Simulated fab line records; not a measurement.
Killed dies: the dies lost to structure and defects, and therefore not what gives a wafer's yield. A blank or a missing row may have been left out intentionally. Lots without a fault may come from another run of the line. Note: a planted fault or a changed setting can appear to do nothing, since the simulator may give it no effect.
fab line records :: flow n5-finfet
record:
  lots: 15
  wafers: 45
  last-day: 18
route steps=1938 shown ZERO_LAYER@19 PMOS_HMC_CHANNEL_EPI@64
lots with no fault: from the same line, run without faults
start-h: hours from the record's first day to the start of the lot's first wafer shown :: wait-h: hours since the lot's step before :: " same as the row above :: L1.1+2: a single row standing in for several wafers :: - no value present, or no start provided :: * or withheld: withheld :: < > ~ a bound
route shown NAME@n: NAME is a module with steps in the file, n the number in the route of the first one :: usual: average and standard deviation across the fault-free wafers :: same: alike in all rows :: chamber/n: place in a boat :: sites: the reading at each site :: _std_site: standard deviation of those values :: _edge_site: the outer-site mean with the inner-site mean subtracted :: radius-mm: for every site, how far away it sits from the centre of the wafer :: mask NAME#n: copy n :: behind: the last tool/chamber to shape the wafer :: hold: the reason the lot was held/the length of the hold in hours/how it ended :: device: the transistor (n, p or np) that didn't switch :: end of line: the same wafers' tests at the end of the route :: step lacking rows: just its recipe :: killed: dies lost to structure and defects at the first sort, not the wafer's yield :: map: the dies of a wafer, with x for killed, . for not killed, _ for no die there
set.NAME: setting as actually run; set.NAME@STEP: the setting as run at that earlier step :: model.NAME: the simulator's own value behind a step, which no gauge read
one table for each step of the route and one row for each wafer, over a sample of lots
services: a tool's chamber out of use, with start hour (start-h, from the record's first day; less than 0 if before it), hours out, and reason
== steps ==
step: N5_ZERO_LAYER_INSPECT_20
recipe:
  inspect-instrument: darkfield
  mode: post-clean
usual:
  raw-defect-count: 38/17
lot.wafer: L785.1
tool: defect-inspect-01
chamber: -
start-h: 13.58
wait-h: 0.0
raw-defect-count: 33

lot.wafer: L785.3
tool: defect-inspect-01
chamber: -
start-h: 13.58
wait-h: 0.0
raw-defect-count: 29

lot.wafer: L785.5
tool: defect-inspect-01
chamber: -
start-h: 13.58
wait-h: 0.0
raw-defect-count: 48

lot.wafer: L786.3
tool: defect-inspect-01
chamber: -
start-h: 19.25
wait-h: 0.0
raw-defect-count: 58

lot.wafer: L786.4
tool: defect-inspect-01
chamber: -
start-h: 19.25
wait-h: 0.0
raw-defect-count: 23

lot.wafer: L786.6
tool: defect-inspect-01
chamber: -
start-h: 19.25
wait-h: 0.0
raw-defect-count: 52

lot.wafer: L787.1
tool: defect-inspect-01
chamber: -
start-h: 25.25
wait-h: 0.0
raw-defect-count: 40

lot.wafer: L787.3
tool: defect-inspect-01
chamber: -
start-h: 25.25
wait-h: 0.0
raw-defect-count: 35

lot.wafer: L787.6
tool: defect-inspect-01
chamber: -
start-h: 25.25
wait-h: 0.0
raw-defect-count: 67

lot.wafer: L789.2
tool: defect-inspect-01
chamber: -
start-h: 38.44
wait-h: 0.0
raw-defect-count: 20

lot.wafer: L789.4
tool: defect-inspect-01
chamber: -
start-h: 38.44
wait-h: 0.0
raw-defect-count: 35

lot.wafer: L789.5
tool: defect-inspect-01
chamber: -
start-h: 38.44
wait-h: 0.0
raw-defect-count: 27

lot.wafer: L790.3
tool: defect-inspect-02
chamber: -
start-h: 43.34
wait-h: 0.0
raw-defect-count: 12

lot.wafer: L790.4
tool: defect-inspect-02
chamber: -
start-h: 43.34
wait-h: 0.0
raw-defect-count: 26

lot.wafer: L790.6
tool: defect-inspect-02
chamber: -
start-h: 43.34
wait-h: 0.0
raw-defect-count: 26

lot.wafer: L791.1
tool: defect-inspect-01
chamber: -
start-h: 49.38
wait-h: 0.0
raw-defect-count: 20

lot.wafer: L791.2
tool: defect-inspect-01
chamber: -
start-h: 49.38
wait-h: 0.0
raw-defect-count: 41

lot.wafer: L791.6
tool: defect-inspect-01
chamber: -
start-h: 49.38
wait-h: 0.0
raw-defect-count: 20

lot.wafer: L793.2
tool: defect-inspect-02
chamber: -
start-h: 61.41
wait-h: 0.0
raw-defect-count: 65

lot.wafer: L793.4
tool: defect-inspect-02
chamber: -
start-h: 61.41
wait-h: 0.0
raw-defect-count: 78

lot.wafer: L793.6
tool: defect-inspect-02
chamber: -
start-h: 61.41
wait-h: 0.0
raw-defect-count: 31

lot.wafer: L798.2
tool: defect-inspect-02
chamber: -
start-h: 91.57
wait-h: 0.0
raw-defect-count: 40

lot.wafer: L798.4
tool: defect-inspect-02
chamber: -
start-h: 91.57
wait-h: 0.0
raw-defect-count: 41

lot.wafer: L798.6
tool: defect-inspect-02
chamber: -
start-h: 91.57
wait-h: 0.0
raw-defect-count: 57

lot.wafer: L799.2
tool: defect-inspect-01
chamber: -
start-h: 97.38
wait-h: 0.0
raw-defect-count: 56

lot.wafer: L799.3
tool: defect-inspect-01
chamber: -
start-h: 97.38
wait-h: 0.0
raw-defect-count: 60

lot.wafer: L799.5
tool: defect-inspect-01
chamber: -
start-h: 97.38
wait-h: 0.0
raw-defect-count: 67

lot.wafer: L800.2
tool: defect-inspect-01
chamber: -
start-h: 103.38
wait-h: 0.0
raw-defect-count: 44

lot.wafer: L800.4
tool: defect-inspect-01
chamber: -
start-h: 103.38
wait-h: 0.0
raw-defect-count: 50

lot.wafer: L800.6
tool: defect-inspect-01
chamber: -
start-h: 103.38
wait-h: 0.0
raw-defect-count: 61

lot.wafer: L804.3
tool: defect-inspect-01
chamber: -
start-h: 127.38
wait-h: 0.0
raw-defect-count: 30

lot.wafer: L804.4
tool: defect-inspect-01
chamber: -
start-h: 127.38
wait-h: 0.0
raw-defect-count: 9

lot.wafer: L804.5
tool: defect-inspect-01
chamber: -
start-h: 127.38
wait-h: 0.0
raw-defect-count: 38

lot.wafer: L805.4
tool: defect-inspect-02
chamber: -
start-h: 133.49
wait-h: 0.0
raw-defect-count: 52

lot.wafer: L805.5
tool: defect-inspect-02
chamber: -
start-h: 133.49
wait-h: 0.0
raw-defect-count: 45

lot.wafer: L805.6
tool: defect-inspect-02
chamber: -
start-h: 133.49
wait-h: 0.0
raw-defect-count: 71

lot.wafer: L806.1
tool: defect-inspect-02
chamber: -
start-h: 139.63
wait-h: 0.0
raw-defect-count: 39

lot.wafer: L806.5
tool: defect-inspect-02
chamber: -
start-h: 139.63
wait-h: 0.0
raw-defect-count: 30

lot.wafer: L806.6
tool: defect-inspect-02
chamber: -
start-h: 139.63
wait-h: 0.0
raw-defect-count: 52

lot.wafer: L807.1
tool: defect-inspect-02
chamber: -
start-h: 145.38
wait-h: 0.0
raw-defect-count: 24

lot.wafer: L807.2
tool: defect-inspect-02
chamber: -
start-h: 145.38
wait-h: 0.0
raw-defect-count: 42

lot.wafer: L807.3
tool: defect-inspect-02
chamber: -
start-h: 145.38
wait-h: 0.0
raw-defect-count: 24

lot.wafer: L808.1
tool: defect-inspect-01
chamber: -
start-h: 151.25
wait-h: 0.0
raw-defect-count: 26

lot.wafer: L808.4
tool: defect-inspect-01
chamber: -
start-h: 151.25
wait-h: 0.0
raw-defect-count: 65

lot.wafer: L808.5
tool: defect-inspect-01
chamber: -
start-h: 151.25
wait-h: 0.0
raw-defect-count: 41
step: N5_PMOS_HMC_CHANNEL_EPI_DEVELOP_08
recipe:
  develop-time-s: 30
  developer: TMAH
  resist: CAR-ArF-block
  dev-temp-c: 23
  rinse-liquid: diw
  dry: air-spin
usual:
  chill-plate-temp-C: 22.98/0.11
  develop-time-s: 30/0
lot.wafer: L785.1
tool: litho-track-01
chamber: 0
start-h: 17.65
wait-h: -
chill-plate-temp-C: 23.04
develop-time-s: 30

lot.wafer: L785.3
tool: litho-track-01
chamber: 0
start-h: 17.65
wait-h: -
chill-plate-temp-C: 22.92
develop-time-s: 30

lot.wafer: L785.5
tool: litho-track-01
chamber: 0
start-h: 17.65
wait-h: -
chill-plate-temp-C: 22.82
develop-time-s: 30

lot.wafer: L786.3
tool: litho-track-04
chamber: 0
start-h: 23.01
wait-h: -
chill-plate-temp-C: 22.85
develop-time-s: 30

lot.wafer: L786.4
tool: litho-track-04
chamber: 0
start-h: 23.01
wait-h: -
chill-plate-temp-C: 22.84
develop-time-s: 30

lot.wafer: L786.6
tool: litho-track-04
chamber: 0
start-h: 23.01
wait-h: -
chill-plate-temp-C: 22.95
develop-time-s: 30

lot.wafer: L787.1
tool: litho-track-02
chamber: 0
start-h: 29.13
wait-h: -
chill-plate-temp-C: 23.12
develop-time-s: 30

lot.wafer: L787.3
tool: litho-track-02
chamber: 0
start-h: 29.13
wait-h: -
chill-plate-temp-C: 22.99
develop-time-s: 30

lot.wafer: L787.6
tool: litho-track-02
chamber: 0
start-h: 29.13
wait-h: -
chill-plate-temp-C: 23.03
develop-time-s: 30

lot.wafer: L789.2
tool: litho-track-04
chamber: 0
start-h: 42.51
wait-h: -
chill-plate-temp-C: 22.87
develop-time-s: 30

lot.wafer: L789.4
tool: litho-track-04
chamber: 0
start-h: 42.51
wait-h: -
chill-plate-temp-C: 22.85
develop-time-s: 30

lot.wafer: L789.5
tool: litho-track-04
chamber: 0
start-h: 42.51
wait-h: -
chill-plate-temp-C: 23.02
develop-time-s: 30

lot.wafer: L790.3
tool: litho-track-04
chamber: 0
start-h: 47.26
wait-h: -
chill-plate-temp-C: 22.95
develop-time-s: 30

lot.wafer: L790.4
tool: litho-track-04
chamber: 0
start-h: 47.26
wait-h: -
chill-plate-temp-C: 22.92
develop-time-s: 30

lot.wafer: L790.6
tool: litho-track-04
chamber: 0
start-h: 47.26
wait-h: -
chill-plate-temp-C: 22.91
develop-time-s: 30

lot.wafer: L791.1
tool: litho-track-02
chamber: 0
start-h: 53.24
wait-h: -
chill-plate-temp-C: 23.02
develop-time-s: 30

lot.wafer: L791.2
tool: litho-track-02
chamber: 0
start-h: 53.24
wait-h: -
chill-plate-temp-C: 22.99
develop-time-s: 30

lot.wafer: L791.6
tool: litho-track-02
chamber: 0
start-h: 53.24
wait-h: -
chill-plate-temp-C: 22.98
develop-time-s: 30

lot.wafer: L793.2
tool: litho-track-01
chamber: 0
start-h: 65.58
wait-h: -
chill-plate-temp-C: 23.21
develop-time-s: 30

lot.wafer: L793.4
tool: litho-track-01
chamber: 0
start-h: 65.58
wait-h: -
chill-plate-temp-C: 23.14
develop-time-s: 30

lot.wafer: L793.6
tool: litho-track-01
chamber: 0
start-h: 65.58
wait-h: -
chill-plate-temp-C: 22.98
develop-time-s: 30

lot.wafer: L798.2
tool: litho-track-01
chamber: -
start-h: 95.38
wait-h: -
chill-plate-temp-C: -
develop-time-s: -

lot.wafer: L798.4
tool: litho-track-01
chamber: -
start-h: 95.38
wait-h: -
chill-plate-temp-C: -
develop-time-s: -

lot.wafer: L798.6
tool: litho-track-01
chamber: -
start-h: 95.38
wait-h: -
chill-plate-temp-C: -
develop-time-s: -

lot.wafer: L799.2
tool: litho-track-01
chamber: -
start-h: 101.13
wait-h: -
chill-plate-temp-C: -
develop-time-s: -

lot.wafer: L799.3
tool: litho-track-01
chamber: -
start-h: 101.13
wait-h: -
chill-plate-temp-C: -
develop-time-s: -

lot.wafer: L799.5
tool: litho-track-01
chamber: -
start-h: 101.13
wait-h: -
chill-plate-temp-C: -
develop-time-s: -

lot.wafer: L800.2
tool: litho-track-02
chamber: -
start-h: 107.51
wait-h: -
chill-plate-temp-C: -
develop-time-s: -

lot.wafer: L800.4
tool: litho-track-02
chamber: -
start-h: 107.51
wait-h: -
chill-plate-temp-C: -
develop-time-s: -

lot.wafer: L800.6
tool: litho-track-02
chamber: -
start-h: 107.51
wait-h: -
chill-plate-temp-C: -
develop-time-s: -

lot.wafer: L804.3
tool: litho-track-01
chamber: 0
start-h: 131.56
wait-h: -
chill-plate-temp-C: 23.08
develop-time-s: 30

lot.wafer: L804.4
tool: litho-track-01
chamber: 0
start-h: 131.56
wait-h: -
chill-plate-temp-C: 23.06
develop-time-s: 30

lot.wafer: L804.5
tool: litho-track-01
chamber: 0
start-h: 131.56
wait-h: -
chill-plate-temp-C: 23.14
develop-time-s: 30

lot.wafer: L805.4
tool: litho-track-01
chamber: 0
start-h: 137.90
wait-h: -
chill-plate-temp-C: 23.09
develop-time-s: 30

lot.wafer: L805.5
tool: litho-track-01
chamber: 0
start-h: 137.90
wait-h: -
chill-plate-temp-C: 22.89
develop-time-s: 30

lot.wafer: L805.6
tool: litho-track-01
chamber: 0
start-h: 137.90
wait-h: -
chill-plate-temp-C: 23.04
develop-time-s: 30

lot.wafer: L806.1
tool: litho-track-02
chamber: 0
start-h: 143.54
wait-h: -
chill-plate-temp-C: 23.19
develop-time-s: 30

lot.wafer: L806.5
tool: litho-track-02
chamber: 0
start-h: 143.54
wait-h: -
chill-plate-temp-C: 23.01
develop-time-s: 30

lot.wafer: L806.6
tool: litho-track-02
chamber: 0
start-h: 143.54
wait-h: -
chill-plate-temp-C: 23.09
develop-time-s: 30

lot.wafer: L807.1
tool: litho-track-02
chamber: 0
start-h: 149.36
wait-h: -
chill-plate-temp-C: 23.12
develop-time-s: 30

lot.wafer: L807.2
tool: litho-track-02
chamber: 0
start-h: 149.36
wait-h: -
chill-plate-temp-C: 23.12
develop-time-s: 30

lot.wafer: L807.3
tool: litho-track-02
chamber: 0
start-h: 149.36
wait-h: -
chill-plate-temp-C: 23.13
develop-time-s: 30

lot.wafer: L808.1
tool: litho-track-02
chamber: 0
start-h: 157.62
wait-h: -
chill-plate-temp-C: 22.97
develop-time-s: 30

lot.wafer: L808.4
tool: litho-track-02
chamber: 0
start-h: 157.62
wait-h: -
chill-plate-temp-C: 23.05
develop-time-s: 30

lot.wafer: L808.5
tool: litho-track-02
chamber: 0
start-h: 157.62
wait-h: -
chill-plate-temp-C: 23.02
develop-time-s: 30
step: N5_PMOS_HMC_CHANNEL_EPI_OVL_MEAS_10
recipe:
  points-per-wafer: 44
usual:
  PMOS_HMC_BLK_OVL: -0.3/0.75
lot.wafer: L785.1
tool: overlay-02
chamber: 0
start-h: 17.75
wait-h: 0.0
PMOS_HMC_BLK_OVL[nm]: -1.7

lot.wafer: L785.3
tool: overlay-02
chamber: 0
start-h: 17.75
wait-h: 0.0
PMOS_HMC_BLK_OVL[nm]: -1.0

lot.wafer: L785.5
tool: overlay-02
chamber: 0
start-h: 17.75
wait-h: 0.0
PMOS_HMC_BLK_OVL[nm]: -0.5

lot.wafer: L786.3
tool: overlay-02
chamber: 0
start-h: 23.09
wait-h: 0.0
PMOS_HMC_BLK_OVL[nm]: 0.0

lot.wafer: L786.4
tool: overlay-02
chamber: 0
start-h: 23.09
wait-h: 0.0
PMOS_HMC_BLK_OVL[nm]: 0.0

lot.wafer: L786.6
tool: overlay-02
chamber: 0
start-h: 23.09
wait-h: 0.0
PMOS_HMC_BLK_OVL[nm]: -0.9

lot.wafer: L787.1
tool: overlay-02
chamber: 0
start-h: 29.22
wait-h: 0.0
PMOS_HMC_BLK_OVL[nm]: -0.5

lot.wafer: L787.3
tool: overlay-02
chamber: 0
start-h: 29.22
wait-h: 0.0
PMOS_HMC_BLK_OVL[nm]: -1.6

lot.wafer: L787.6
tool: overlay-02
chamber: 0
start-h: 29.22
wait-h: 0.0
PMOS_HMC_BLK_OVL[nm]: -1.4

lot.wafer: L789.2
tool: overlay-02
chamber: 0
start-h: 42.60
wait-h: 0.0
PMOS_HMC_BLK_OVL[nm]: -0.6

lot.wafer: L789.4
tool: overlay-02
chamber: 0
start-h: 42.60
wait-h: 0.0
PMOS_HMC_BLK_OVL[nm]: -1.0

lot.wafer: L789.5
tool: overlay-02
chamber: 0
start-h: 42.60
wait-h: 0.0
PMOS_HMC_BLK_OVL[nm]: -0.2

lot.wafer: L790.3
tool: overlay-02
chamber: 0
start-h: 47.34
wait-h: 0.0
PMOS_HMC_BLK_OVL[nm]: 0.8

lot.wafer: L790.4
tool: overlay-02
chamber: 0
start-h: 47.34
wait-h: 0.0
PMOS_HMC_BLK_OVL[nm]: 0.0

lot.wafer: L790.6
tool: overlay-02
chamber: 0
start-h: 47.34
wait-h: 0.0
PMOS_HMC_BLK_OVL[nm]: -0.7

lot.wafer: L791.1
tool: overlay-01
chamber: 0
start-h: 53.33
wait-h: 0.0
PMOS_HMC_BLK_OVL[nm]: 1.6

lot.wafer: L791.2
tool: overlay-01
chamber: 0
start-h: 53.33
wait-h: 0.0
PMOS_HMC_BLK_OVL[nm]: 0.1

lot.wafer: L791.6
tool: overlay-01
chamber: 0
start-h: 53.33
wait-h: 0.0
PMOS_HMC_BLK_OVL[nm]: 0.3

lot.wafer: L793.2
tool: overlay-02
chamber: 0
start-h: 65.67
wait-h: 0.0
PMOS_HMC_BLK_OVL[nm]: 0.3

lot.wafer: L793.4
tool: overlay-02
chamber: 0
start-h: 65.67
wait-h: 0.0
PMOS_HMC_BLK_OVL[nm]: -1.1

lot.wafer: L793.6
tool: overlay-02
chamber: 0
start-h: 65.67
wait-h: 0.0
PMOS_HMC_BLK_OVL[nm]: 0.5

lot.wafer: L798.2
tool: overlay-02
chamber: 0
start-h: 95.47
wait-h: 0.0
PMOS_HMC_BLK_OVL[nm]: -

lot.wafer: L798.4
tool: overlay-02
chamber: 0
start-h: 95.47
wait-h: 0.0
PMOS_HMC_BLK_OVL[nm]: -

lot.wafer: L798.6
tool: overlay-02
chamber: 0
start-h: 95.47
wait-h: 0.0
PMOS_HMC_BLK_OVL[nm]: -

lot.wafer: L799.2
tool: overlay-02
chamber: 0
start-h: 101.22
wait-h: 0.0
PMOS_HMC_BLK_OVL[nm]: -

lot.wafer: L799.3
tool: overlay-02
chamber: 0
start-h: 101.22
wait-h: 0.0
PMOS_HMC_BLK_OVL[nm]: -

lot.wafer: L799.5
tool: overlay-02
chamber: 0
start-h: 101.22
wait-h: 0.0
PMOS_HMC_BLK_OVL[nm]: -

lot.wafer: L800.2
tool: overlay-01
chamber: 0
start-h: 107.60
wait-h: 0.0
PMOS_HMC_BLK_OVL[nm]: -

lot.wafer: L800.4
tool: overlay-01
chamber: 0
start-h: 107.60
wait-h: 0.0
PMOS_HMC_BLK_OVL[nm]: -

lot.wafer: L800.6
tool: overlay-01
chamber: 0
start-h: 107.60
wait-h: 0.0
PMOS_HMC_BLK_OVL[nm]: -

lot.wafer: L804.3
tool: overlay-01
chamber: 0
start-h: 131.64
wait-h: 0.0
PMOS_HMC_BLK_OVL[nm]: -1.8

lot.wafer: L804.4
tool: overlay-01
chamber: 0
start-h: 131.64
wait-h: 0.0
PMOS_HMC_BLK_OVL[nm]: -0.8

lot.wafer: L804.5
tool: overlay-01
chamber: 0
start-h: 131.64
wait-h: 0.0
PMOS_HMC_BLK_OVL[nm]: -1.7

lot.wafer: L805.4
tool: overlay-01
chamber: 0
start-h: 137.99
wait-h: 0.0
PMOS_HMC_BLK_OVL[nm]: 0.5

lot.wafer: L805.5
tool: overlay-01
chamber: 0
start-h: 137.99
wait-h: 0.0
PMOS_HMC_BLK_OVL[nm]: -0.2

lot.wafer: L805.6
tool: overlay-01
chamber: 0
start-h: 137.99
wait-h: 0.0
PMOS_HMC_BLK_OVL[nm]: 0.4

lot.wafer: L806.1
tool: overlay-01
chamber: 0
start-h: 143.63
wait-h: 0.0
PMOS_HMC_BLK_OVL[nm]: -1.0

lot.wafer: L806.5
tool: overlay-01
chamber: 0
start-h: 143.63
wait-h: 0.0
PMOS_HMC_BLK_OVL[nm]: -0.7

lot.wafer: L806.6
tool: overlay-01
chamber: 0
start-h: 143.63
wait-h: 0.0
PMOS_HMC_BLK_OVL[nm]: -0.5

lot.wafer: L807.1
tool: overlay-02
chamber: 0
start-h: 149.45
wait-h: 0.0
PMOS_HMC_BLK_OVL[nm]: -0.2

lot.wafer: L807.2
tool: overlay-02
chamber: 0
start-h: 149.45
wait-h: 0.0
PMOS_HMC_BLK_OVL[nm]: 0.1

lot.wafer: L807.3
tool: overlay-02
chamber: 0
start-h: 149.45
wait-h: 0.0
PMOS_HMC_BLK_OVL[nm]: -0.1

lot.wafer: L808.1
tool: overlay-02
chamber: 0
start-h: 157.71
wait-h: 0.0
PMOS_HMC_BLK_OVL[nm]: -1.2

lot.wafer: L808.4
tool: overlay-02
chamber: 0
start-h: 157.71
wait-h: 0.0
PMOS_HMC_BLK_OVL[nm]: -1.0

lot.wafer: L808.5
tool: overlay-02
chamber: 0
start-h: 157.71
wait-h: 0.0
PMOS_HMC_BLK_OVL[nm]: -0.6
step: N5_PMOS_HMC_CHANNEL_EPI_CMP_21
recipe:
  material: SiGe30
  post-cmp-clean: alkaline-brush
  target-thk-nm: 54
usual:
  motor-current-A: 12.2/1.1
lot.wafer: L785.3
tool: cmp-04
chamber: 2
start-h: 20.09
wait-h: 0.0
motor-current-A: 12.9

lot.wafer: L785.1
tool: cmp-04
chamber: 0
start-h: 20.09
wait-h: 0.0
motor-current-A: 11.3

lot.wafer: L785.5
tool: cmp-04
chamber: 2
start-h: 20.09
wait-h: 0.0
motor-current-A: 13.1

lot.wafer: L786.3
tool: cmp-01
chamber: 0
start-h: 25.40
wait-h: 0.0
motor-current-A: 10.7

lot.wafer: L786.4
tool: cmp-01
chamber: 2
start-h: 25.40
wait-h: 0.0
motor-current-A: 13.5

lot.wafer: L786.6
tool: cmp-01
chamber: 1
start-h: 25.40
wait-h: 0.0
motor-current-A: 14.7

lot.wafer: L787.1
tool: cmp-02
chamber: 0
start-h: 31.25
wait-h: 0.0
motor-current-A: 11.2

lot.wafer: L787.3
tool: cmp-02
chamber: 2
start-h: 31.25
wait-h: 0.0
motor-current-A: 13.8

lot.wafer: L787.6
tool: cmp-02
chamber: 0
start-h: 31.25
wait-h: 0.0
motor-current-A: 11.2

lot.wafer: L789.2
tool: cmp-04
chamber: 2
start-h: 45.06
wait-h: 0.1
motor-current-A: 12.5

lot.wafer: L789.4
tool: cmp-04
chamber: 3
start-h: 45.06
wait-h: 0.1
motor-current-A: 12.1

lot.wafer: L789.5
tool: cmp-04
chamber: 2
start-h: 45.06
wait-h: 0.1
motor-current-A: 13.7

lot.wafer: L790.4
tool: cmp-04
chamber: 1
start-h: 49.54
wait-h: 0.0
motor-current-A: 13.0

lot.wafer: L790.3
tool: cmp-04
chamber: 2
start-h: 49.54
wait-h: 0.0
motor-current-A: 12.6

lot.wafer: L790.6
tool: cmp-04
chamber: 1
start-h: 49.54
wait-h: 0.0
motor-current-A: 13.0

lot.wafer: L791.2
tool: cmp-01
chamber: 2
start-h: 56.28
wait-h: 0.1
motor-current-A: 12.5

lot.wafer: L791.1
tool: cmp-01
chamber: 3
start-h: 56.28
wait-h: 0.1
motor-current-A: 11.2

lot.wafer: L791.6
tool: cmp-01
chamber: 2
start-h: 56.28
wait-h: 0.1
motor-current-A: 12.7

lot.wafer: L793.4
tool: cmp-02
chamber: 1
start-h: 67.73
wait-h: 0.1
motor-current-A: 11.5

lot.wafer: L793.2
tool: cmp-02
chamber: 3
start-h: 67.73
wait-h: 0.1
motor-current-A: 10.3

lot.wafer: L793.6
tool: cmp-02
chamber: 0
start-h: 67.73
wait-h: 0.1
motor-current-A: 11.4

lot.wafer: L798.4
tool: cmp-01
chamber: 0
start-h: 97.92
wait-h: 0.1
motor-current-A: 10.7

lot.wafer: L798.2
tool: cmp-01
chamber: 1
start-h: 97.92
wait-h: 0.1
motor-current-A: 14.2

lot.wafer: L798.6
tool: cmp-01
chamber: 0
start-h: 97.92
wait-h: 0.1
motor-current-A: 10.2

lot.wafer: L799.3
tool: cmp-02
chamber: 2
start-h: 103.36
wait-h: 0.0
motor-current-A: 13.9

lot.wafer: L799.2
tool: cmp-02
chamber: 0
start-h: 103.36
wait-h: 0.0
motor-current-A: 11.5

lot.wafer: L799.5
tool: cmp-02
chamber: 2
start-h: 103.36
wait-h: 0.0
motor-current-A: 13.0

lot.wafer: L800.4
tool: cmp-01
chamber: 1
start-h: 110.02
wait-h: 0.0
motor-current-A: 14.5

lot.wafer: L800.2
tool: cmp-01
chamber: 0
start-h: 110.02
wait-h: 0.0
motor-current-A: 10.5

lot.wafer: L800.6
tool: cmp-01
chamber: 2
start-h: 110.02
wait-h: 0.0
motor-current-A: 12.7

lot.wafer: L804.3
tool: cmp-01
chamber: 1
start-h: 134.42
wait-h: 0.2
motor-current-A: 14.5

lot.wafer: L804.4
tool: cmp-01
chamber: 2
start-h: 134.42
wait-h: 0.2
motor-current-A: 12.7

lot.wafer: L804.5
tool: cmp-01
chamber: 3
start-h: 134.42
wait-h: 0.2
motor-current-A: 11.7

lot.wafer: L805.4
tool: cmp-04
chamber: 0
start-h: 140.06
wait-h: 0.0
motor-current-A: 12.0

lot.wafer: L805.6
tool: cmp-04
chamber: 0
start-h: 140.06
wait-h: 0.0
motor-current-A: 11.9

lot.wafer: L805.5
tool: cmp-04
chamber: 1
start-h: 140.06
wait-h: 0.0
motor-current-A: 12.8

lot.wafer: L806.1
tool: cmp-02
chamber: 1
start-h: 146.22
wait-h: 0.1
motor-current-A: 11.6

lot.wafer: L806.5
tool: cmp-02
chamber: 2
start-h: 146.22
wait-h: 0.1
motor-current-A: 13.2

lot.wafer: L806.6
tool: cmp-02
chamber: 3
start-h: 146.22
wait-h: 0.1
motor-current-A: 11.2

lot.wafer: L807.2
tool: cmp-02
chamber: 3
start-h: 151.51
wait-h: 0.1
motor-current-A: 11.0

lot.wafer: L807.1
tool: cmp-02
chamber: 0
start-h: 151.51
wait-h: 0.1
motor-current-A: 11.4

lot.wafer: L807.3
tool: cmp-02
chamber: 1
start-h: 151.51
wait-h: 0.1
motor-current-A: 11.6

lot.wafer: L808.4
tool: cmp-02
chamber: 1
start-h: 159.73
wait-h: 0.0
motor-current-A: 11.4

lot.wafer: L808.1
tool: cmp-02
chamber: 3
start-h: 159.73
wait-h: 0.0
motor-current-A: 10.4

lot.wafer: L808.5
tool: cmp-02
chamber: 1
start-h: 159.73
wait-h: 0.0
motor-current-A: 12.0
== services ==
tool: cmp-01
chamber: -
start-h: 10.22
hours: 1.8
kind: repair

tool: cmp-02
chamber: -
start-h: 10.38
hours: 0.8
kind: repair

tool: cmp-01
chamber: -
start-h: 27.71
hours: 4.0
kind: pm

tool: cmp-02
chamber: -
start-h: 31.48
hours: 5.2
kind: pm

tool: cmp-01
chamber: -
start-h: 31.71
hours: -
kind: consumable-replace:conditioner

tool: cmp-01
chamber: -
start-h: 31.71
hours: -
kind: consumable-replace:pad

tool: cmp-01
chamber: -
start-h: 50.19
hours: 0.6
kind: repair

tool: cmp-02
chamber: -
start-h: 68.55
hours: 1.1
kind: repair

tool: cmp-04
chamber: -
start-h: 74.39
hours: 9.3
kind: pm

tool: litho-track-04
chamber: -
start-h: 111.76
hours: -
kind: consumable-replace:filter

tool: cmp-01
chamber: -
start-h: 138.97
hours: 12.9
kind: pm

tool: cmp-01
chamber: -
start-h: 152.89
hours: 1.3
kind: repair

tool: cmp-04
chamber: -
start-h: 157.62
hours: 7.9
kind: pm
== key ==
first-sign:
  step: N5_PMOS_HMC_CHANNEL_EPI_DEVELOP_08
  reading: tool-record
  direction: missing
effect none on later readings
met-at N5_PMOS_HMC_CHANNEL_EPI_DEVELOP_08
struck-lots L798,L799,L800
later-rows-left-out L798.2,L798.4,L798.6,L799.2,L799.3,L799.5,L800.2,L800.4,L800.6
sort-left-out L798.2,L798.4,L798.6,L799.2,L799.3,L799.5,L800.2,L800.4,L800.6
not-acting-at N5_ZERO_LAYER_INSPECT_20,N5_PMOS_HMC_CHANNEL_EPI_OVL_MEAS_10,N5_PMOS_HMC_CHANNEL_EPI_CMP_21
onset-between 65.58 95.38
fault:
  kind: skipped-step-whole
  tool: litho-track-01,litho-track-02
  chamber: -
  onset-h: 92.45
  steps: N5_PMOS_HMC_CHANNEL_EPI_DEVELOP_08
  scope: struck-lots-only
sort-left-out: the simulated sort isn't trusted on such a fault, so these wafers' sort isn't shown, and their yield isn't known
later-rows-left-out: the simulator's readings of these wafers behind a module that went badly wrong aren't trusted and aren't shown, but for the sort
